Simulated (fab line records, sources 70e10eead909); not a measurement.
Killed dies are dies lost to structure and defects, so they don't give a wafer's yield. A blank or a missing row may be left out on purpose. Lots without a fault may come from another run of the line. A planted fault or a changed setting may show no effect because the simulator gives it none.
Chamber matching | flow nand_harc | NHARC_A_BLC_STRIP_21 on rie_diel-01: 4 sister chambers
The step strips in O2. 4 wafers are shown with their chamber, then 12 later ones without.

WAFERS WITH THEIR CHAMBER
wafer  | chamber | showerhead_plenum_p_Torr (Torr)
L083.3 | 1       | 3.55
L084.4 | 0       | 3.45
L084.5 | 3       | 3.58
L084.6 | 2       | 3.43

WAFERS WITHOUT THEIR CHAMBER
wafer  | showerhead_plenum_p_Torr (Torr)
L086.3 | 3.55
L086.4 | 3.45
L086.5 | 3.45
L088.3 | 3.55
L088.5 | 3.58
L088.6 | 3.43
L091.1 | 3.44
L091.3 | 3.43
L091.4 | 3.55
L094.3 | 3.57
L094.4 | 3.44
L094.6 | 3.43

WHICH CHAMBER EACH WENT THROUGH
wafer  | from the rows above     | in truth
L086.3 | 1                       | 1
L086.4 | 0                       | 0
L086.5 | 0                       | 0
L088.3 | 1                       | 1
L088.5 | 3                       | 3
L088.6 | 2                       | 2
L091.1 | can't be placed: 2 or 0 | 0
L091.3 | 2                       | 2
L091.4 | 1                       | 1
L094.3 | can't be placed: 3 or 1 | 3
L094.4 | can't be placed: 2 or 0 | 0
L094.6 | 2                       | 2
Placed correctly: 9 of 12. Can't be placed from these rows: 3 (the true chamber is among the candidates in 3). Placed wrongly: 0.
How it was worked out, from the rows above alone: a wafer's distance from a chamber is the root of the sum, over the readings, of the square of ((its reading less the chamber's mean) divided by the reading's scatter). The wafer belongs to the nearest chamber; if the next one is less than 2 further off, it can't be placed. A chamber's mean is the mean of its shown wafers. The scatter: with one shown wafer a chamber, the root of the mean of the squares of how far each hidden wafer lies from its nearest shown one.
